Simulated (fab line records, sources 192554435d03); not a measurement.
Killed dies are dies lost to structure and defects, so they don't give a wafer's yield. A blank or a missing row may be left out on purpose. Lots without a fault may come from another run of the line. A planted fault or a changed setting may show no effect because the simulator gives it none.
fab line records | flow n5_finfet
record lots=24 wafers=72 last_day=21
route steps=1938 shown BEOL_M2@914 BEOL_M3@974
lots that met no fault: from a run of the same line without faults
start_h: hours from the record's first day to the start of the lot's first wafer shown | wait_h: hours since the lot's step before | " the same as in the row above | L1.1+2: a row that stands for several wafers | - no value, or no start given | * or withheld: withheld | < > ~ a bound
route shown NAME@n: a module of which the file shows steps, and the number in the route of the first | usual: mean/standard deviation of fault-free wafers | same: alike in all rows | chamber/n: place in a boat | sites: the reading at each site | _std_site: their standard deviation | _edge_site: outer sites' mean less inner sites' | radius_mm: how far each site lies from the wafer's centre | mask NAME#n: copy n | behind: the tool/chamber that last shaped the wafer | hold: why the lot was held/for how many hours/how that ended | device: the transistor (n, p or np) that didn't switch | end of line: the same wafers' tests at the end of the route | a step without rows: its recipe alone | killed: dies lost to structure and defects at the first sort, not the wafer's yield | map: a wafer's dies, x killed, . not, _ none there
set.NAME: the setting as run; set.NAME@STEP: as run at that earlier step | model.NAME: the simulator's own value behind a step, which no gauge read
steps of the route over a sample of lots; a table a step, a row a wafer
services: from which hour (start_h, from the record's first day; less than 0 if before it) a tool's chamber was out of use, for how many hours, and why
## steps
# step N5_BEOL_M2_SPUTTER_90
# recipe material=Cu target_thk_a=45 temp_c=-20 chamber_pressure_pa=0.07 power_w=withheld time_s=8.29
# usual chuck_sensor_temp_C=-16.2/0.46 susceptor_temp_C=-20.00/0.1 throttle_valve_pct=30.4/0.61
# columns lot.wafer tool chamber start_h wait_h chuck_sensor_temp_C susceptor_temp_C throttle_valve_pct
L074.3 pvd_sputter-03 - 171.34 0.1 -15.0 -19.99 30.1
L074.4 " - " " -14.9 -20.08 29.3
L074.6 " - " " -15.0 -20.10 30.4
L075.1 pvd_sputter-03 - 181.16 0.1 -15.0 -19.89 29.4
L075.3 " - " " -15.7 -20.07 30.6
L075.6 " - " " -15.8 -19.96 30.6
L076.1 pvd_sputter-02 - 190.60 0.1 -16.0 -19.84 30.7
L076.4 " - " " -16.5 -20.13 29.5
L076.6 " - " " -15.9 -20.02 31.0
L077.3 pvd_sputter-02 - 196.86 0.1 -16.7 -19.90 30.1
L077.5 " - " " -15.9 -20.08 30.8
L077.6 " - " " -16.3 -20.04 30.5
L078.2 pvd_sputter-02 - 205.37 0.1 -16.8 -20.02 30.1
L078.4 " - " " -16.0 -19.88 30.9
L078.6 " - " " -16.1 -19.88 30.1
L079.2 pvd_sputter-02 - 213.94 0.1 -16.3 -19.87 30.2
L079.3 " - " " -16.4 -19.97 29.7
L079.4 " - " " -15.9 -20.09 30.7
L080.2 pvd_sputter-01 - 214.99 0.1 -16.3 -19.88 30.4
L080.3 " - " " -16.5 -19.98 30.1
L080.5 " - " " -16.5 -19.80 30.3
L081.1 pvd_sputter-01 - 218.56 0.1 -16.3 -19.84 30.3
L081.2 " - " " -16.2 -19.90 29.8
L081.5 " - " " -16.2 -19.91 30.8
L083.2 pvd_sputter-02 - 219.61 0.1 -16.4 -20.03 30.1
L083.3 " - " " -16.2 -20.05 31.3
L083.4 " - " " -16.1 -20.17 30.1
L082.2 pvd_sputter-03 - 225.64 0.1 -15.3 -20.13 30.2
L082.5 " - " " -14.9 -20.02 29.3
L082.6 " - " " -17.2 -19.99 32.0
L084.2 pvd_sputter-01 - 233.47 0.1 -16.4 -20.03 30.5
L084.4 " - " " -16.1 -20.01 31.1
L084.5 " - " " -16.4 -19.97 30.6
L085.1 pvd_sputter-03 - 238.10 0.1 -15.1 -20.03 29.1
L085.2 " - " " -15.7 -19.83 30.5
L085.3 " - " " -15.3 -19.99 30.1
L086.3 pvd_sputter-02 - 238.22 0.1 -16.6 -20.02 29.8
L086.4 " - " " -15.9 -20.20 30.8
L086.5 " - " " -16.1 -20.03 30.0
L088.3 pvd_sputter-02 - 247.72 0.1 -15.6 -20.08 30.6
L088.5 " - " " -15.9 -19.99 30.8
L088.6 " - " " -16.3 -19.83 30.2
L089.2 pvd_sputter-01 - 247.84 0.1 -16.1 -19.92 29.8
L089.4 " - " " -16.2 -20.06 30.6
L089.6 " - " " -16.4 -19.79 30.5
L087.2 pvd_sputter-01 - 264.29 0.1 -16.2 -19.96 31.2
L087.3 " - " " -16.1 -20.05 29.9
L087.5 " - " " -16.4 -20.26 30.6
L091.1 pvd_sputter-03 - 278.67 0.1 -15.0 -19.98 29.1
L091.2 " - " " -16.7 -20.01 31.9
L091.4 " - " " -15.7 -19.84 30.6
L090.2 pvd_sputter-02 - 278.84 0.1 -16.7 -20.19 30.0
L090.4 " - " " -16.0 -20.27 31.1
L090.5 " - " " -16.5 -20.25 29.7
L092.1 pvd_sputter-01 - 290.39 0.1 -16.2 -19.96 29.8
L092.4 " - " " -16.5 -19.99 30.2
L092.6 " - " " -16.3 -20.04 30.5
L093.1 pvd_sputter-02 - 291.02 0.1 -16.2 -20.10 30.0
L093.5 " - " " -15.9 -19.95 31.0
L093.6 " - " " -16.6 -19.98 29.5
L094.2 pvd_sputter-01 - 313.48 0.1 -16.0 -20.05 31.0
L094.3 " - " " -16.2 -20.11 30.2
L094.4 " - " " -16.5 -20.03 30.0
L097.1 pvd_sputter-02 - 316.40 0.1 -16.0 -20.05 31.1
L097.2 " - " " -16.7 -19.86 30.1
L097.4 " - " " -16.4 -19.93 29.6
L095.2 pvd_sputter-01 - 316.68 0.1 -16.2 -19.95 30.0
L095.3 " - " " -16.1 -19.77 30.7
L095.5 " - " " -16.5 -20.07 30.1
L096.2 pvd_sputter-01 - 321.16 0.1 -16.2 -19.78 30.7
L096.3 " - " " -16.6 -20.08 30.5
L096.4 " - " " -16.3 -20.11 31.0
# step N5_BEOL_M2_ANNEAL_95
# recipe temp_c=400 time_s=240 ambient=vacuum
# usual heater_power_w=835/84 susceptor_temp_C=400.04/0.21
# columns lot.wafer tool chamber start_h wait_h heater_power_w susceptor_temp_C
L074.3 pvd_sputter-03 - 171.86 0.0 805 400.00
L074.4 " - " " 805 399.85
L074.6 " - " " 805 400.21
L075.1 pvd_sputter-03 - 181.68 0.0 825 400.12
L075.3 " - " " 720 399.92
L075.6 " - " " 741 400.30
L076.1 pvd_sputter-02 - 191.12 0.0 758 400.07
L076.4 " - " " 971 400.05
L076.6 " - " " 789 400.03
L077.3 pvd_sputter-02 - 197.38 0.0 1044 400.01
L077.5 " - " " 763 400.07
L077.6 " - " " 790 399.73
L078.2 pvd_sputter-02 - 205.89 0.0 1007 400.21
L078.4 " - " " 795 400.08
L078.6 " - " " 780 400.33
L079.2 pvd_sputter-02 - 214.46 0.0 815 400.12
L079.3 " - " " 970 399.98
L079.4 " - " " 790 399.99
L080.2 pvd_sputter-01 - 215.51 0.0 844 400.13
L080.3 " - " " 846 400.20
L080.5 " - " " 845 400.06
L081.1 pvd_sputter-01 - 219.08 0.0 840 400.10
L081.2 " - " " 805 399.83
L081.5 " - " " 804 400.16
L083.2 pvd_sputter-02 - 220.13 0.0 1013 400.10
L083.3 " - " " 775 399.81
L083.4 " - " " 791 400.37
L082.2 pvd_sputter-03 - 226.16 0.0 795 400.01
L082.5 " - " " 791 400.03
L082.6 " - " " 759 400.08
L084.2 pvd_sputter-01 - 233.99 0.0 825 400.12
L084.4 " - " " 814 399.50
L084.5 " - " " 839 399.86
L085.1 pvd_sputter-03 - 238.62 0.0 810 399.57
L085.2 " - " " 735 399.84
L085.3 " - " " 796 400.08
L086.3 pvd_sputter-02 - 238.74 0.0 982 399.65
L086.4 " - " " 780 400.02
L086.5 " - " " 812 400.06
L088.3 pvd_sputter-02 - 248.24 0.0 764 400.29
L088.5 " - " " 785 399.97
L088.6 " - " " 800 400.25
L089.2 pvd_sputter-01 - 248.36 0.0 788 400.27
L089.4 " - " " 781 400.13
L089.6 " - " " 837 399.97
L087.2 pvd_sputter-01 - 264.81 0.0 791 400.14
L087.3 " - " " 801 400.03
L087.5 " - " " 840 400.10
L091.1 pvd_sputter-03 - 279.19 0.0 802 400.28
L091.2 " - " " 742 399.97
L091.4 " - " " 738 400.41
L090.2 pvd_sputter-02 - 279.36 0.0 1021 400.19
L090.4 " - " " 768 399.83
L090.5 " - " " 983 399.84
L092.1 pvd_sputter-01 - 290.91 0.0 797 399.89
L092.4 " - " " 845 400.40
L092.6 " - " " 838 399.98
L093.1 pvd_sputter-02 - 291.54 0.0 795 400.34
L093.5 " - " " 756 400.10
L093.6 " - " " 960 399.85
L094.2 pvd_sputter-01 - 314.00 0.0 776 399.87
L094.3 " - " " 845 400.06
L094.4 " - " " 859 400.18
L097.1 pvd_sputter-02 - 316.92 0.0 788 399.98
L097.2 " - " " 1020 400.05
L097.4 " - " " 949 399.88
L095.2 pvd_sputter-01 - 317.20 0.0 788 399.98
L095.3 " - " " 834 400.37
L095.5 " - " " 835 399.78
L096.2 pvd_sputter-01 - 321.68 0.0 849 400.09
L096.3 " - " " 857 400.10
L096.4 " - " " 796 400.11
# step N5_BEOL_M2_SPUTTER_96
# recipe material=Cu target_thk_a=45 temp_c=-20 chamber_pressure_pa=0.07 power_w=withheld time_s=8.29
# usual chuck_sensor_temp_C=-16.2/0.47 susceptor_temp_C=-20.00/0.11 throttle_valve_pct=30.4/0.61
# columns lot.wafer tool chamber start_h wait_h chuck_sensor_temp_C susceptor_temp_C throttle_valve_pct
L074.3 pvd_sputter-03 - 172.00 0.1 -14.9 -20.19 30.0
L074.4 " - " " -15.0 -19.86 29.5
L074.6 " - " " -15.2 -19.99 30.2
L075.1 pvd_sputter-03 - 181.82 0.1 -14.9 -19.94 29.1
L075.3 " - " " -15.8 -19.92 30.6
L075.6 " - " " -15.6 -20.10 30.5
L076.1 pvd_sputter-02 - 191.26 0.1 -16.1 -20.00 31.1
L076.4 " - " " -16.6 -19.94 30.0
L076.6 " - " " -16.1 -20.03 30.5
L077.3 pvd_sputter-02 - 197.52 0.1 -16.7 -20.05 30.2
L077.5 " - " " -15.9 -20.09 30.9
L077.6 " - " " -16.1 -20.19 30.1
L078.2 pvd_sputter-02 - 206.03 0.1 -16.6 -20.15 30.3
L078.4 " - " " -16.0 -20.23 30.9
L078.6 " - " " -16.3 -19.90 30.1
L079.2 pvd_sputter-02 - 214.60 0.1 -16.1 -19.95 30.1
L079.3 " - " " -16.4 -20.10 29.5
L079.4 " - " " -15.9 -19.97 30.8
L080.2 pvd_sputter-01 - 215.65 0.1 -16.3 -20.04 30.5
L080.3 " - " " -16.6 -20.07 30.5
L080.5 " - " " -16.5 -20.00 30.1
L081.1 pvd_sputter-01 - 219.22 0.1 -16.3 -19.93 30.7
L081.2 " - " " -16.2 -20.09 29.9
L081.5 " - " " -16.3 -20.17 30.9
L083.2 pvd_sputter-02 - 220.27 0.1 -16.6 -20.21 30.3
L083.3 " - " " -15.9 -20.01 30.8
L083.4 " - " " -16.3 -20.14 29.8
L082.2 pvd_sputter-03 - 226.30 0.1 -15.1 -20.00 30.2
L082.5 " - " " -14.9 -19.98 29.0
L082.6 " - " " -17.0 -20.06 32.1
L084.2 pvd_sputter-01 - 234.13 0.1 -16.3 -20.03 30.6
L084.4 " - " " -16.2 -20.02 31.0
L084.5 " - " " -16.2 -19.88 30.6
L085.1 pvd_sputter-03 - 238.76 0.1 -14.8 -19.81 29.2
L085.2 " - " " -15.6 -20.22 30.5
L085.3 " - " " -15.1 -20.06 30.1
L086.3 pvd_sputter-02 - 238.88 0.1 -16.6 -19.91 29.9
L086.4 " - " " -15.9 -19.90 30.7
L086.5 " - " " -16.0 -19.82 30.1
L088.3 pvd_sputter-02 - 248.38 0.1 -15.8 -20.23 30.8
L088.5 " - " " -16.0 -19.96 30.7
L088.6 " - " " -16.2 -19.92 30.2
L089.2 pvd_sputter-01 - 248.50 0.1 -16.2 -19.99 29.9
L089.4 " - " " -16.4 -20.20 31.1
L089.6 " - " " -16.2 -19.98 30.4
L087.2 pvd_sputter-01 - 264.95 0.1 -16.3 -20.01 31.0
L087.3 " - " " -16.2 -20.00 29.7
L087.5 " - " " -16.2 -20.12 30.4
L091.1 pvd_sputter-03 - 279.33 0.1 -15.0 -19.90 29.1
L091.2 " - " " -17.0 -19.86 32.0
L091.4 " - " " -15.6 -19.95 30.6
L090.2 pvd_sputter-02 - 279.50 0.1 -16.6 -19.85 30.2
L090.4 " - " " -15.8 -19.85 30.7
L090.5 " - " " -16.6 -20.00 29.4
L092.1 pvd_sputter-01 - 291.05 0.1 -16.5 -19.83 29.8
L092.4 " - " " -16.3 -19.84 30.3
L092.6 " - " " -16.4 -20.09 30.4
L093.1 pvd_sputter-02 - 291.68 0.1 -16.2 -19.96 30.5
L093.5 " - " " -15.8 -20.06 30.8
L093.6 " - " " -16.4 -19.93 29.7
L094.2 pvd_sputter-01 - 314.14 0.1 -16.2 -19.94 31.0
L094.3 " - " " -16.4 -20.06 30.6
L094.4 " - " " -16.7 -20.04 30.2
L097.1 pvd_sputter-02 - 317.06 0.1 -16.1 -20.07 30.7
L097.2 " - " " -16.7 -20.08 30.4
L097.4 " - " " -16.3 -20.08 29.6
L095.2 pvd_sputter-01 - 317.34 0.1 -16.1 -20.02 30.0
L095.3 " - " " -16.2 -20.17 30.5
L095.5 " - " " -16.5 -20.10 30.0
L096.2 pvd_sputter-01 - 321.82 0.1 -16.3 -20.11 30.6
L096.3 " - " " -16.5 -20.09 30.3
L096.4 " - " " -16.2 -20.03 31.0
# step N5_BEOL_M2_CO_CAP_55
# recipe material=Co target_thk_a=20 temp_c=200 precursor=CCTBA/H2 pressure_torr=30 time_s=102.1
# usual heater_power_outer_w=127/16 heater_power_w=252/28 susceptor_temp_C=200.03/0.15
# columns lot.wafer tool chamber start_h wait_h heater_power_outer_w heater_power_w susceptor_temp_C
L074.3 cvd_co-01 0 172.86 0.0 101 207 199.98
L074.4 " 2 " " 119 243 200.18
L074.6 " 1 " " 130 251 200.08
L075.1 cvd_co-01 1 182.71 0.0 133 248 199.94
L075.3 " 0 " " 101 213 200.11
L075.6 " 0 " " 100 215 200.25
L076.1 cvd_co-02 1 192.27 0.0 143 293 199.95
L076.4 " 1 " " 146 295 200.15
L076.6 " 0 " " 121 246 200.15
L077.3 cvd_co-01 1 198.44 0.1 129 252 199.97
L077.5 " 0 " " 104 215 199.95
L077.6 " 1 " " 132 254 199.87
L078.2 cvd_co-01 2 206.89 0.0 119 237 199.82
L078.4 " 0 " " 104 216 200.07
L078.6 " 1 " " 135 249 200.15
L079.2 cvd_co-02 0 215.47 0.0 125 238 199.98
L079.3 " 2 " " 138 266 199.90
L079.4 " 1 " " 145 298 200.11
L080.2 cvd_co-01 1 216.53 0.0 135 249 199.91
L080.3 " 2 " " 118 242 199.92
L080.5 " 2 " " 117 243 199.83
L081.1 cvd_co-01 1 220.38 0.0 133 251 200.30
L081.2 " 0 " " 101 212 200.21
L081.5 " 1 " " 132 254 199.85
L083.2 cvd_co-02 2 222.00 0.0 141 270 200.17
L083.3 " 0 " " 121 238 200.31
L083.4 " 1 " " 148 296 200.26
L082.2 cvd_co-02 1 227.16 0.0 150 303 200.05
L082.5 " 2 " " 139 273 200.02
L082.6 " 1 " " 152 298 200.11
L084.2 cvd_co-01 0 235.00 0.0 102 215 200.18
L084.4 " 1 " " 132 250 200.02
L084.5 " 0 " " 101 206 200.17
L085.1 cvd_co-02 1 239.62 0.0 144 294 200.06
L085.2 " 0 " " 122 242 200.14
L085.3 " 2 " " 142 269 200.15
L086.3 cvd_co-02 0 239.89 0.0 123 241 200.08
L086.4 " 0 " " 120 233 199.92
L086.5 " 1 " " 151 294 199.97
L088.3 cvd_co-01 2 249.25 0.0 119 237 199.85
L088.5 " 0 " " 102 204 199.89
L088.6 " 1 " " 132 255 200.06
L089.2 cvd_co-02 1 249.37 0.0 145 303 200.00
L089.4 " 1 " " 152 292 200.06
L089.6 " 2 " " 142 275 200.22
L087.2 cvd_co-02 2 265.82 0.0 140 278 200.05
L087.3 " 1 " " 145 298 199.86
L087.5 " 1 " " 148 297 200.10
L091.1 cvd_co-01 1 280.20 0.0 136 255 200.18
L091.2 " 0 " " 103 213 200.19
L091.4 " 1 " " 137 258 200.31
L090.2 cvd_co-02 1 280.67 0.0 144 294 200.13
L090.4 " 2 " " 139 271 200.04
L090.5 " 2 " " 141 269 199.98
L092.1 cvd_co-01 0 291.91 0.0 102 214 199.69
L092.4 " 0 " " 105 208 199.79
L092.6 " 1 " " 134 252 200.03
L093.1 cvd_co-02 1 292.61 0.0 144 305 200.22
L093.5 " 2 " " 141 264 200.05
L093.6 " 1 " " 146 301 200.17
L094.2 cvd_co-02 0 315.05 0.0 126 241 199.86
L094.3 " 2 " " 142 277 199.53
L094.4 " 2 " " 138 276 199.97
L097.1 cvd_co-02 0 318.31 0.0 123 239 199.93
L097.2 " 1 " " 144 299 200.10
L097.4 " 0 " " 121 238 199.84
L095.2 cvd_co-01 1 318.51 0.0 133 256 199.82
L095.3 " 0 " " 103 208 200.17
L095.5 " 0 " " 101 210 200.11
L096.2 cvd_co-01 2 322.69 0.0 118 239 199.96
L096.3 " 0 " " 100 212 199.99
L096.4 " 0 " " 98 213 200.18
# step N5_BEOL_M3_ETCH_70
# recipe chemistry=N2/H2 target=SOC target_depth_a=800 overetch_a=160 mask_material=SiARC temp_c=40 time_s=120 ion_energy_ev=200 pressure_mtorr=30 source_w=840 bias_w=150 n2_flow_sccm=200 h2_flow_sccm=200
# usual drypump_motor_current_A=5.7/0.38 oes_product_au=0.61/0.062 rf_vpp_V=524.4/2.6 showerhead_plenum_p_Torr=2.56/0.1 throttle_valve_pct=17.69/0.27
# columns lot.wafer tool chamber start_h wait_h drypump_motor_current_A oes_product_au rf_hours_counter_h rf_vpp_V showerhead_plenum_p_Torr throttle_valve_pct
L074.3 rie_diel-06 0 186.14 0.0 6.2 0.61 83 525.6 2.54 17.32
L074.4 " 3 " " 5.4 0.69 27 521.5 2.47 17.44
L074.6 " 2 " " 5.2 0.69 - 525.7 2.60 17.41
L075.1 rie_diel-06 0 190.42 0.0 6.2 0.62 84 524.9 2.54 17.32
L075.3 " 1 " " 5.5 0.53 222 526.7 2.61 17.84
L075.6 " 3 " " 5.4 0.69 - 522.4 2.47 17.47
L076.1 rie_diel-03 2 207.24 0.0 6.2 0.66 61 527.0 2.71 17.79
L076.4 " 3 " " 5.1 0.69 33 528.3 2.71 17.81
L076.6 " 0 " " 6.2 0.61 - 525.2 2.56 17.38
L077.3 rie_diel-03 0 212.57 0.0 6.2 0.61 120 524.1 2.56 17.39
L077.5 " 0 " " 6.2 0.60 - 524.9 2.56 17.43
L077.6 " 1 " " 5.8 0.54 - 526.2 2.60 18.29
L080.2 rie_diel-02 3 223.04 0.0 5.9 0.56 178 525.2 2.64 17.81
L080.3 " 0 " " 5.8 0.52 246 522.5 2.53 18.39
L080.5 " 0 " " 5.8 0.51 - 521.6 2.53 18.39
L081.1 rie_diel-02 3 224.28 0.0 5.9 0.56 178 527.9 2.64 17.82
L081.2 " 1 " " 5.4 0.60 132 522.2 2.46 17.69
L081.5 " 3 " " 5.9 0.57 - 526.9 2.64 17.81
L079.2 rie_diel-03 0 226.10 0.0 6.2 0.60 124 523.8 2.55 17.41
L079.3 " 1 " " 5.8 0.53 226 526.6 2.60 18.31
L079.4 " 3 " " 5.2 0.69 38 527.7 2.71 17.83
L078.2 rie_diel-06 3 230.39 0.0 5.4 0.66 40 522.8 2.46 17.47
L078.4 " 2 " " 5.2 0.67 32 526.4 2.60 17.44
L078.6 " 3 " " 5.4 0.67 - 522.7 2.46 17.46
L083.2 rie_diel-06 2 235.67 0.0 5.2 0.67 35 526.0 2.60 17.46
L083.3 " 0 " " 6.3 0.60 98 525.7 2.53 17.33
L083.4 " 1 " " 5.5 0.53 - 525.7 2.60 17.87
L082.2 rie_diel-02 3 245.61 0.0 5.9 0.55 187 526.7 2.63 17.82
L082.5 " 1 " " 5.4 0.58 - 522.1 2.46 17.73
L082.6 " 3 " " 5.9 0.56 - 526.8 2.63 17.80
L084.2 rie_diel-06 2 250.06 0.0 5.2 0.67 40 525.0 2.60 17.46
L084.4 " 1 " " 5.5 0.53 242 524.5 2.60 17.87
L084.5 " 3 " " 5.4 0.66 - 522.8 2.46 17.49
L085.1 rie_diel-03 1 250.26 0.0 5.7 0.54 236 525.5 2.59 18.33
L085.2 " 2 " " 6.3 0.65 75 528.2 2.70 17.80
L085.3 " 3 " " 5.1 0.67 47 526.8 2.71 17.84
L086.3 rie_diel-02 1 254.24 0.0 5.4 0.58 143 521.5 2.46 17.71
L086.4 " 3 " " 5.9 0.56 190 525.4 2.63 17.83
L086.5 " 1 " " 5.4 0.58 - 520.3 2.46 17.71
L088.3 rie_diel-06 2 258.10 0.0 5.2 0.66 43 525.8 2.59 17.47
L088.5 " 1 " " 5.5 0.52 - 525.9 2.60 17.88
L088.6 " 0 " " 6.3 0.59 - 525.3 2.53 17.35
L089.2 rie_diel-06 1 261.52 0.0 5.5 0.52 247 524.9 2.59 17.87
L089.4 " 0 " " 6.3 0.59 109 525.4 2.53 17.35
L089.6 " 0 " " 6.2 0.59 - 525.7 2.53 17.38
L087.2 rie_diel-06 0 276.36 0.0 6.3 0.59 115 524.1 2.53 17.37
L087.3 " 3 " " 5.4 0.65 55 522.8 2.46 17.50
L087.5 " 0 " " 6.2 0.59 - 523.5 2.53 17.36
L091.1 rie_diel-02 3 283.09 0.0 5.9 0.56 200 526.8 2.63 17.85
L091.2 " 2 " " 5.7 0.58 167 518.2 2.31 17.70
L091.4 " 0 " " 5.8 0.72 12 523.3 2.52 17.97
L090.2 rie_diel-03 3 294.49 0.0 5.2 0.66 62 528.5 2.70 17.86
L090.4 " 0 " " 6.2 0.59 - 524.5 2.54 17.45
L090.5 " 3 " " 5.2 0.66 - 528.1 2.70 17.86
L093.1 rie_diel-03 0 299.72 0.0 6.2 0.58 150 524.6 2.54 17.45
L093.5 " 3 " " 5.2 0.66 - 529.3 2.70 17.87
L093.6 " 0 " " 6.2 0.59 - 524.1 2.54 17.46
L092.1 rie_diel-06 3 304.67 0.0 5.4 0.64 66 521.4 2.45 17.52
L092.4 " 1 " " 5.5 0.77 2 524.2 2.59 17.30
L092.6 " 0 " " 6.2 0.58 - 524.5 2.52 17.39
L094.2 rie_diel-02 0 322.16 0.0 5.8 0.71 23 522.2 2.52 18.02
L094.3 " 2 " " 5.7 0.57 181 518.5 2.30 17.70
L094.4 " 3 " " 5.9 0.54 212 525.2 2.62 17.86
L097.1 rie_diel-02 3 330.56 0.0 5.9 0.55 215 526.4 2.62 17.87
L097.2 " 2 " " 5.7 0.58 184 516.9 2.30 17.73
L097.4 " 0 " " 5.8 0.71 26 522.9 2.52 18.03
L095.2 rie_diel-03 1 337.04 0.0 5.8 0.73 7 523.4 2.58 17.90
L095.3 " 0 " " 6.1 0.57 161 524.4 2.54 17.48
L095.5 " 3 " " 5.2 0.65 - 527.4 2.70 17.88
L096.2 rie_diel-03 2 338.33 0.0 6.2 0.62 105 528.4 2.69 17.86
L096.3 " 3 " " 5.1 0.65 76 529.2 2.70 17.88
L096.4 " 0 " " 6.2 0.58 161 523.7 2.54 17.48
# step N5_BEOL_M3_TRENCH_ETCH_37
# recipe chemistry=C4F6/O2 target_depth_a=555.55 target=SiOC time_s=29.2 ion_energy_ev=250 pressure_mtorr=30 source_w=355 bias_w=185 Ar_flow_sccm=300 C4F6_flow_sccm=10 O2_flow_sccm=10
# usual drypump_motor_current_A=5.7/0.38 oes_product_au=0.81/0.084 rf_vpp_V=661/14 showerhead_plenum_p_Torr=2.86/0.093 throttle_valve_pct=20.75/0.24
# columns lot.wafer tool chamber start_h wait_h drypump_motor_current_A oes_product_au rf_hours_counter_h rf_vpp_V showerhead_plenum_p_Torr throttle_valve_pct
L074.3 rie_diel-06 0 - - 6.3 0.80 83 649 2.86 20.56
L074.4 " 3 " " 5.4 0.89 27 676 2.79 20.76
L074.6 " 2 " " 5.2 0.90 - 634 2.93 20.57
L075.1 rie_diel-06 0 - - 6.3 0.80 84 648 2.85 20.55
L075.3 " 1 " " 5.5 0.68 222 661 2.90 20.87
L075.6 " 3 " " 5.4 0.90 - 679 2.79 20.78
L076.1 rie_diel-03 2 - - 6.2 0.87 61 664 2.97 20.50
L076.4 " 3 " " 5.2 0.90 33 656 3.04 20.83
L076.6 " 0 " " 6.2 0.83 - 677 2.83 20.36
L077.3 rie_diel-03 0 - - 6.2 0.84 120 677 2.83 20.35
L077.5 " 0 " " 6.2 0.83 - 678 2.83 20.36
L077.6 " 1 " " 5.8 0.71 - 656 2.91 21.30
L080.2 rie_diel-02 3 - - 5.9 0.74 178 681 2.92 20.70
L080.3 " 0 " " 5.8 0.65 246 652 2.84 21.31
L080.5 " 0 " " 5.8 0.66 - 652 2.84 21.30
L081.1 rie_diel-02 3 - - 5.8 0.73 179 682 2.92 20.73
L081.2 " 1 " " 5.4 0.78 132 671 2.76 20.71
L081.5 " 3 " " 5.8 0.73 - 680 2.92 20.72
L079.2 rie_diel-03 0 - - 6.1 0.83 124 677 2.83 20.36
L079.3 " 1 " " 5.8 0.71 226 657 2.90 21.31
L079.4 " 3 " " 5.2 0.90 38 656 3.04 20.84
L078.2 rie_diel-06 3 - - 5.4 0.87 40 679 2.78 20.78
L078.4 " 2 " " 5.2 0.87 32 635 2.93 20.59
L078.6 " 3 " " 5.4 0.88 - 677 2.78 20.78
L083.2 rie_diel-06 2 - - 5.2 0.87 35 635 2.93 20.60
L083.3 " 0 " " 6.2 0.79 98 650 2.85 20.57
L083.4 " 1 " " 5.5 0.67 - 661 2.90 20.86
L082.2 rie_diel-02 3 - - 5.9 0.73 187 680 2.92 20.75
L082.5 " 1 " " 5.4 0.77 - 670 2.76 20.72
L082.6 " 3 " " 5.9 0.72 - 681 2.92 20.73
L084.2 rie_diel-06 2 - - 5.2 0.86 40 635 2.92 20.60
L084.4 " 1 " " 5.5 0.66 242 660 2.90 20.87
L084.5 " 3 " " 5.4 0.88 - 678 2.78 20.81
L085.1 rie_diel-03 1 - - 5.8 0.70 236 657 2.90 21.32
L085.2 " 2 " " 6.2 0.85 75 665 2.96 20.53
L085.3 " 3 " " 5.2 0.88 47 656 3.03 20.85
L086.3 rie_diel-02 1 - - 5.4 0.76 143 670 2.76 20.74
L086.4 " 3 " " 5.8 0.73 190 681 2.92 20.75
L086.5 " 1 " " 5.4 0.77 - 671 2.76 20.74
L088.3 rie_diel-06 2 - - 5.2 0.85 43 635 2.92 20.60
L088.5 " 1 " " 5.5 0.66 - 661 2.89 20.88
L088.6 " 0 " " 6.3 0.78 - 648 2.84 20.59
L089.2 rie_diel-06 1 - - 5.5 0.67 248 659 2.89 20.90
L089.4 " 0 " " 6.3 0.78 109 649 2.84 20.58
L089.6 " 0 " " 6.3 0.79 - 648 2.84 20.58
L087.2 rie_diel-06 0 - - 6.2 0.77 115 649 2.84 20.59
L087.3 " 3 " " 5.4 0.85 55 677 2.78 20.80
L087.5 " 0 " " 6.2 0.78 - 647 2.84 20.59
L091.1 rie_diel-02 3 - - 5.8 0.72 200 680 2.91 20.74
L091.2 " 2 " " 5.7 0.75 168 652 2.64 21.02
L091.4 " 0 " " 5.7 0.98 12 651 2.83 21.00
L090.2 rie_diel-03 3 - - 5.2 0.86 62 656 3.02 20.87
L090.4 " 0 " " 6.1 0.81 - 676 2.82 20.40
L090.5 " 3 " " 5.2 0.86 - 655 3.02 20.88
L093.1 rie_diel-03 0 - - 6.2 0.80 150 678 2.82 20.39
L093.5 " 3 " " 5.1 0.85 - 655 3.02 20.90
L093.6 " 0 " " 6.2 0.80 - 679 2.82 20.40
L092.1 rie_diel-06 3 - - 5.4 0.84 66 677 2.77 20.80
L092.4 " 1 " " 5.5 1.02 3 659 2.89 20.40
L092.6 " 0 " " 6.3 0.76 - 647 2.84 20.61
L094.2 rie_diel-02 0 - - 5.8 0.93 23 653 2.82 20.99
L094.3 " 2 " " 5.6 0.74 181 651 2.63 21.04
L094.4 " 3 " " 5.9 0.72 212 681 2.91 20.79
L097.1 rie_diel-02 3 - - 5.9 0.72 215 680 2.91 20.78
L097.2 " 2 " " 5.7 0.74 184 652 2.63 21.05
L097.4 " 0 " " 5.7 0.93 26 653 2.82 20.99
L095.2 rie_diel-03 1 - - 5.8 0.98 7 655 2.89 20.95
L095.3 " 0 " " 6.1 0.80 161 678 2.81 20.43
L095.5 " 3 " " 5.2 0.86 - 654 3.02 20.88
L096.2 rie_diel-03 2 - - 6.2 0.82 105 666 2.95 20.57
L096.3 " 3 " " 5.2 0.85 76 656 3.02 20.89
L096.4 " 0 " " 6.1 0.79 161 678 2.81 20.42
## services
# columns tool chamber start_h hours kind
pvd_sputter-01 - 147.54 3.7 repair
cvd_co-01 - 149.42 2.8 pm
cvd_co-02 0 150.19 4.5 repair
pvd_sputter-03 - 175.65 1.1 repair
cvd_co-01 2 182.14 16.5 repair
pvd_sputter-02 - 184.70 1.4 repair
rie_diel-02 1 203.70 9.6 repair
rie_diel-02 0 216.37 5.1 repair
rie_diel-02 0 235.97 - clean
rie_diel-02 0 235.97 - consumable_replace:focus_ring
rie_diel-02 0 235.97 14.4 scheduled_down
rie_diel-02 0 235.97 14.4 vent_cycle
rie_diel-06 1 270.24 - clean
rie_diel-06 1 270.24 - consumable_replace:focus_ring
rie_diel-06 1 270.24 24.8 scheduled_down
rie_diel-06 1 270.24 24.8 vent_cycle
cvd_co-02 0 276.78 11.1 repair
rie_diel-03 1 291.62 - clean
rie_diel-03 1 291.62 - consumable_replace:focus_ring
rie_diel-03 1 291.62 13.8 scheduled_down
rie_diel-03 1 291.62 13.8 vent_cycle
cvd_co-01 2 308.57 5.2 repair
rie_diel-03 1 329.37 6.6 repair
cvd_co-02 1 333.33 - clean
## key
fault none
